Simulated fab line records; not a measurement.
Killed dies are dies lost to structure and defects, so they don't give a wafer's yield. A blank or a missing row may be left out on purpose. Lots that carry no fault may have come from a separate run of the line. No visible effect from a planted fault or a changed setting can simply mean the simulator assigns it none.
Code-filled problem report in 8D (eight disciplines) form	flow nand_harc	the parts of the form that need people (team, actions taken, sign-off) are left out

== 1. WHAT IS WRONG ==
VT_DECK1_MIDDLE at NHARC_END_WLT_00 reads a mean of 0.946 on 3 wafers of 1 lot; wafers without a fault read 0.887 with a standard deviation of 0.0054. That is +11 standard deviations from the usual mean.
First observed at day 28 15:05: wafer L261.3, on prober-01. Wafers with a number at this step in the record: 27, from 9 lots. Rule for "out", or "out of limits": more than 4 standard deviations from the usual mean. All remaining wafers that have a number are taken as sound.

== 2. WHAT IT IS, WHAT IT ISN'T ==
question	is	is not
which readings at this step	VT_DECK1_MIDDLE, VT_DECK1_BOTTOM, VT_DECK1_BOTTOM_INNER, VT_DECK1_MEDIAN_NEAR_BOTTOM, VT_DECK1_MEDIAN_NEAR_BOTTOM_INNER, VT_DECK1_MIDDLE_INNER, VT_DECK1_TOP, VT_DECK1_TOP_INNER	VT_DECK2_BOTTOM, VT_DECK2_BOTTOM_INNER, VT_DECK2_MEDIAN_NEAR_BOTTOM, VT_DECK2_MIDDLE, VT_DECK2_MIDDLE_INNER, VT_DECK2_TOP, VT_DECK2_TOP_INNER
which lots	L261	L251, L253, L255, L256, L257, L258, L259, L268
which wafers of those lots	all that have a number	-
read on which gauges	prober-01	prober-02
when	from day 28 15:05	up to then (19 sound wafers); but 5 sound wafers of L258, L268 came after

== 3. THE SUSPECTS, EACH WITH WHAT RULES IT OUT ==
Counting: a tool stays on the suspect list if, at a process step up to the reading, it processed all lots that are out and no sound lot following the first of them.
- the gauge at NHARC_END_WLT_00: ruled out. All the wafers that are out were read on prober-01, but those of them that NHARC_A_CHANNEL_FILL_D1_CVD_18 has rows for are out there too, on other tools.
- ald_hk-04 at NHARC_A_CHANNEL_FILL_D1_ALD_02 (deposits SiO2, target thk 6 nm, pulse time 10 s, ald cycles 60): kept. It ran the lot that is out, L261 (day 13 00:14), and no sound lot after that; its last sound lot up to then is L253 (day 9 19:40).
- ald_hk-01 at NHARC_A_CHANNEL_FILL_D1_ALD_14 (deposits SiO2, target thk 2.5 nm, pulse time 10 s, ald cycles 25): kept. It ran the lot that is out, L261 (day 13 07:31), and no sound lot after that; its last sound lot up to then is L256 (day 12 10:01).
- lpcvd_poly-02 at NHARC_A_CHANNEL_FILL_D1_CVD_18 (deposits poly-Si, target thk 3 nm): ruled out as a lasting fault. Following L261 (day 13 22:27), the first lot on it that is out, the sound lots L268 were run on it.
- rie_diel-08 at NHARC_A_CHANNEL_FILL_D1_STRIP_29 (strips in O2, time 20 s): ruled out as a lasting fault. Following L261 (day 28 15:05), the first lot on it that is out, the sound lots L268 were run on it. NHARC_A_CHANNEL_FILL_D1_STRIP_29: start missing for some lots; hours and lot order therefore follow NHARC_END_WLT_00.
After counting, ald_hk-04 at NHARC_A_CHANNEL_FILL_D1_ALD_02 and ald_hk-01 at NHARC_A_CHANNEL_FILL_D1_ALD_14 remain.

== 4. THE CAUSE (what the simulator had put in) ==
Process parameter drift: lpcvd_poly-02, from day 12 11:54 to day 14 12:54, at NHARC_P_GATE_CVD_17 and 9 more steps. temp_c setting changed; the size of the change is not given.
It was ruled out by counting, in error; the rule expects a fault to strike all lots run on its tool from its start on, and this fault did not.

== 5. THE CHAIN OF EFFECTS, in route order ==
Rows list readings where the struck wafers' mean (over those with a number) sits beyond 3 standard deviations from the usual. Readings are gone through only where the record gives a usual standard deviation; hours: the median, over the lots, of the time from a lot's start at the first step in this table giving one to that lot's start at this step; sigmas: the change measured in usual standard deviations.
hours	step	reading	usual	on struck wafers	change	sigmas
0	NHARC_A_CHANNEL_FILL_D1_CVD_18	spike_tc_bottom_C	571.5 C	587.0	+15.5	+7.4
0	NHARC_A_CHANNEL_FILL_D1_CVD_18	spike_tc_centre_C	549.8 C	562.2	+12.4	+10
0	NHARC_A_CHANNEL_FILL_D1_CVD_18	spike_tc_lower_C	550.9 C	564.7	+13.8	+8.6
0	NHARC_A_CHANNEL_FILL_D1_CVD_18	spike_tc_top_C	569.5 C	580.6	+11.1	+5.5
0	NHARC_A_CHANNEL_FILL_D1_CVD_18	spike_tc_upper_C	549.1 C	561.5	+12.4	+10
0	NHARC_A_CHANNEL_FILL_D1_CVD_18	tube_center_temp_C	550 C	564	+14	+99 or more
353	NHARC_END_WLT_00	VT_DECK1_BOTTOM	0.874	0.928	+0.054	+8.1
353	NHARC_END_WLT_00	VT_DECK1_BOTTOM_INNER	0.873	0.924	+0.051	+8.2
353	NHARC_END_WLT_00	VT_DECK1_MEDIAN_NEAR_BOTTOM	0.874	0.927	+0.053	+7.7
353	NHARC_END_WLT_00	VT_DECK1_MEDIAN_NEAR_BOTTOM_INNER	0.875	0.930	+0.055	+8.8
353	NHARC_END_WLT_00	VT_DECK1_MIDDLE	0.887	0.946	+0.059	+11
353	NHARC_END_WLT_00	VT_DECK1_MIDDLE_INNER	0.888	0.950	+0.062	+10
353	NHARC_END_WLT_00	VT_DECK1_TOP	0.899	0.960	+0.061	+9.2
353	NHARC_END_WLT_00	VT_DECK1_TOP_INNER	0.899	0.963	+0.064	+9.6
Process steps it contains:
- NHARC_A_CHANNEL_FILL_D1_CVD_18: deposits poly-Si, target thk 3 nm.
At these later measuring or inspecting steps, every struck wafer for which the step has a row has a number for every such reading, and none has moved that far: NHARC_END_SORT_01.

== 6. WHAT WOULD HAVE CAUGHT IT SOONER ==
In this record the first reading out of limits at a measuring or inspecting step was taken at day 28 15:05, 387 hours after the fault began at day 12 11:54.
The tool's own readings at NHARC_A_CHANNEL_FILL_D1_CVD_18 were out on every struck wafer that the step has a row for (spike_tc_bottom_C, spike_tc_centre_C, spike_tc_lower_C, spike_tc_top_C, spike_tc_upper_C, tube_center_temp_C): an alarm limit on them would have fired on the first of those.
